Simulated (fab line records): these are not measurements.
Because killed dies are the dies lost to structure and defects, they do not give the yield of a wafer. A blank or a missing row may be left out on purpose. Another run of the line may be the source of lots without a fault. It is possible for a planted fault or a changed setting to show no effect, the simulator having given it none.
Split-lot trial / flow n5-finfet / on a route of 1938 steps: 7 lots, 39 wafers read

ON THE SPLIT
At N5_DUMMY_GATE_ETCH_31 (etches SiO2 in C4F6/O2, target depth 82.5 nm, time 27.5 s), the setting target-depth-a was moved away from the recipe's 825 angstrom on 15 of the 39 wafers read, by -5.0% to +6.7%. All remaining wafers had this setting at the recipe value.

Reading taken at the split's own step.

THE READING
etch.depth-nm (the simulator's own value, which no gauge read), in nm, at N5_DUMMY_GATE_ETCH_31 (etches SiO2 in C4F6/O2, target depth 82.5 nm, time 27.5 s). The file does not state a usual value for it. The 24 wafers here that ran the recipe average 82.56 nm, standard deviation 1.3 nm.

wafer=L075.1; tool, chamber at the split=rie-diel-02, 3; target-depth-a as run, angstrom=825; against the recipe=recipe; etch.depth-nm, nm=80.6; against lot-mates on the recipe=-
wafer=L075.2; tool, chamber at the split=rie-diel-02, 0; target-depth-a as run, angstrom=825; against the recipe=recipe; etch.depth-nm, nm=80.92; against lot-mates on the recipe=-
wafer=L075.4; tool, chamber at the split=rie-diel-02, 2; target-depth-a as run, angstrom=825; against the recipe=recipe; etch.depth-nm, nm=83.12; against lot-mates on the recipe=-
wafer=L081.1; tool, chamber at the split=rie-diel-04, 1; target-depth-a as run, angstrom=825; against the recipe=recipe; etch.depth-nm, nm=84.73; against lot-mates on the recipe=-
wafer=L081.2; tool, chamber at the split=rie-diel-04, 3; target-depth-a as run, angstrom=852.1; against the recipe=+3.3%; etch.depth-nm, nm=84.26; against lot-mates on the recipe=+1.80
wafer=L081.3; tool, chamber at the split=rie-diel-04, 0; target-depth-a as run, angstrom=825; against the recipe=recipe; etch.depth-nm, nm=80.79; against lot-mates on the recipe=-
wafer=L081.4; tool, chamber at the split=rie-diel-04, 2; target-depth-a as run, angstrom=852.1; against the recipe=+3.3%; etch.depth-nm, nm=86.07; against lot-mates on the recipe=+3.61
wafer=L081.5; tool, chamber at the split=rie-diel-04, 3; target-depth-a as run, angstrom=825; against the recipe=recipe; etch.depth-nm, nm=81.86; against lot-mates on the recipe=-
wafer=L081.6; tool, chamber at the split=rie-diel-04, 0; target-depth-a as run, angstrom=852.1; against the recipe=+3.3%; etch.depth-nm, nm=83.62; against lot-mates on the recipe=+1.16
wafer=L085.1; tool, chamber at the split=rie-diel-01, 3; target-depth-a as run, angstrom=825; against the recipe=recipe; etch.depth-nm, nm=81.71; against lot-mates on the recipe=-
wafer=L085.2; tool, chamber at the split=rie-diel-01, 2; target-depth-a as run, angstrom=825; against the recipe=recipe; etch.depth-nm, nm=84.13; against lot-mates on the recipe=-
wafer=L085.3; tool, chamber at the split=rie-diel-01, 0; target-depth-a as run, angstrom=879.9; against the recipe=+6.7%; etch.depth-nm, nm=88.73; against lot-mates on the recipe=+6.38
wafer=L085.4; tool, chamber at the split=rie-diel-01, 1; target-depth-a as run, angstrom=879.9; against the recipe=+6.7%; etch.depth-nm, nm=86.95; against lot-mates on the recipe=+4.60
wafer=L085.5; tool, chamber at the split=rie-diel-01, 3; target-depth-a as run, angstrom=825; against the recipe=recipe; etch.depth-nm, nm=81.21; against lot-mates on the recipe=-
wafer=L085.6; tool, chamber at the split=rie-diel-01, 0; target-depth-a as run, angstrom=879.9; against the recipe=+6.7%; etch.depth-nm, nm=87.71; against lot-mates on the recipe=+5.36
wafer=L087.1; tool, chamber at the split=rie-diel-02, 3; target-depth-a as run, angstrom=783.6; against the recipe=-5.0%; etch.depth-nm, nm=78.06; against lot-mates on the recipe=-5.35
wafer=L087.2; tool, chamber at the split=rie-diel-02, 2; target-depth-a as run, angstrom=825; against the recipe=recipe; etch.depth-nm, nm=83.64; against lot-mates on the recipe=-
wafer=L087.3; tool, chamber at the split=rie-diel-02, 0; target-depth-a as run, angstrom=783.6; against the recipe=-5.0%; etch.depth-nm, nm=78.34; against lot-mates on the recipe=-5.07
wafer=L087.4; tool, chamber at the split=rie-diel-02, 0; target-depth-a as run, angstrom=825; against the recipe=recipe; etch.depth-nm, nm=82.28; against lot-mates on the recipe=-
wafer=L087.5; tool, chamber at the split=rie-diel-02, 2; target-depth-a as run, angstrom=825; against the recipe=recipe; etch.depth-nm, nm=84.3; against lot-mates on the recipe=-
wafer=L087.6; tool, chamber at the split=rie-diel-02, 3; target-depth-a as run, angstrom=783.6; against the recipe=-5.0%; etch.depth-nm, nm=77.87; against lot-mates on the recipe=-5.54
wafer=L089.1; tool, chamber at the split=rie-diel-01, 2; target-depth-a as run, angstrom=825; against the recipe=recipe; etch.depth-nm, nm=84.67; against lot-mates on the recipe=-
wafer=L089.2; tool, chamber at the split=rie-diel-01, 1; target-depth-a as run, angstrom=825; against the recipe=recipe; etch.depth-nm, nm=82.78; against lot-mates on the recipe=-
wafer=L089.3; tool, chamber at the split=rie-diel-01, 3; target-depth-a as run, angstrom=825; against the recipe=recipe; etch.depth-nm, nm=81.67; against lot-mates on the recipe=-
wafer=L089.4; tool, chamber at the split=rie-diel-01, 0; target-depth-a as run, angstrom=825; against the recipe=recipe; etch.depth-nm, nm=84.38; against lot-mates on the recipe=-
wafer=L089.5; tool, chamber at the split=rie-diel-01, 1; target-depth-a as run, angstrom=825; against the recipe=recipe; etch.depth-nm, nm=83.17; against lot-mates on the recipe=-
wafer=L089.6; tool, chamber at the split=rie-diel-01, 0; target-depth-a as run, angstrom=825; against the recipe=recipe; etch.depth-nm, nm=83.78; against lot-mates on the recipe=-
wafer=L091.1; tool, chamber at the split=rie-diel-01, 1; target-depth-a as run, angstrom=825; against the recipe=recipe; etch.depth-nm, nm=82.06; against lot-mates on the recipe=-
wafer=L091.2; tool, chamber at the split=rie-diel-01, 3; target-depth-a as run, angstrom=859.3; against the recipe=+4.2%; etch.depth-nm, nm=84.57; against lot-mates on the recipe=+2.49
wafer=L091.3; tool, chamber at the split=rie-diel-01, 2; target-depth-a as run, angstrom=859.3; against the recipe=+4.2%; etch.depth-nm, nm=87.59; against lot-mates on the recipe=+5.51
wafer=L091.4; tool, chamber at the split=rie-diel-01, 0; target-depth-a as run, angstrom=825; against the recipe=recipe; etch.depth-nm, nm=81.95; against lot-mates on the recipe=-
wafer=L091.5; tool, chamber at the split=rie-diel-01, 2; target-depth-a as run, angstrom=859.3; against the recipe=+4.2%; etch.depth-nm, nm=88; against lot-mates on the recipe=+5.92
wafer=L091.6; tool, chamber at the split=rie-diel-01, 1; target-depth-a as run, angstrom=825; against the recipe=recipe; etch.depth-nm, nm=82.23; against lot-mates on the recipe=-
wafer=L096.1; tool, chamber at the split=rie-diel-01, 1; target-depth-a as run, angstrom=878.5; against the recipe=+6.5%; etch.depth-nm, nm=86.57; against lot-mates on the recipe=+4.76
wafer=L096.2; tool, chamber at the split=rie-diel-01, 0; target-depth-a as run, angstrom=825; against the recipe=recipe; etch.depth-nm, nm=81.85; against lot-mates on the recipe=-
wafer=L096.3; tool, chamber at the split=rie-diel-01, 3; target-depth-a as run, angstrom=825; against the recipe=recipe; etch.depth-nm, nm=81.14; against lot-mates on the recipe=-
wafer=L096.4; tool, chamber at the split=rie-diel-01, 2; target-depth-a as run, angstrom=878.5; against the recipe=+6.5%; etch.depth-nm, nm=88.95; against lot-mates on the recipe=+7.14
wafer=L096.5; tool, chamber at the split=rie-diel-01, 0; target-depth-a as run, angstrom=825; against the recipe=recipe; etch.depth-nm, nm=82.45; against lot-mates on the recipe=-
wafer=L096.6; tool, chamber at the split=rie-diel-01, 3; target-depth-a as run, angstrom=878.5; against the recipe=+6.5%; etch.depth-nm, nm=86.01; against lot-mates on the recipe=+4.20

THE FIT
A straight line over all 39 wafers: etch.depth-nm changes by +0.806 nm for each +1% of target-depth-a; r = +0.89; the points scatter about the line by 1.3 nm.
The same after taking each lot's own level away (the mean of its wafers on the recipe; 39 wafers): +0.905 nm for each +1%; r = +0.93; scatter 1.2 nm.
Per that fit: largest target-depth-a move, reading shift of 6 nm.
Across the lots, their own levels run from 81.547 to 83.408 nm, a range of 1.5 times the standard deviation given above.
In other words, the slope is changed by the lot-to-lot level; the two fits disagree.
Check: with one of the wafers moved furthest among these (+6.7%) left out of the fit, the line predicts +5.83 nm for it against its lot-mates. Against them it came out at +6.38 nm.

OTHER SPLITS ON THESE WAFERS
These wafers also went through other splits before the reading. Each is held against what the fit with the lots' levels taken away leaves over:
other split on the same wafers=N5_WELL_APT_EXPOSE_22 dose-mj; wafers away from the commonest value=15; r with etch.depth-nm (lot level and that fit taken away)=-0.03
other split on the same wafers=N5_DUMMY_GATE_EXPOSE_12 dose-mj; wafers away from the commonest value=12; r with etch.depth-nm (lot level and that fit taken away)=-0.22

FILE'S OWN FIT
etch.depth-nm changes by +0.89 nm for each +1% of target-depth-a, r = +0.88.
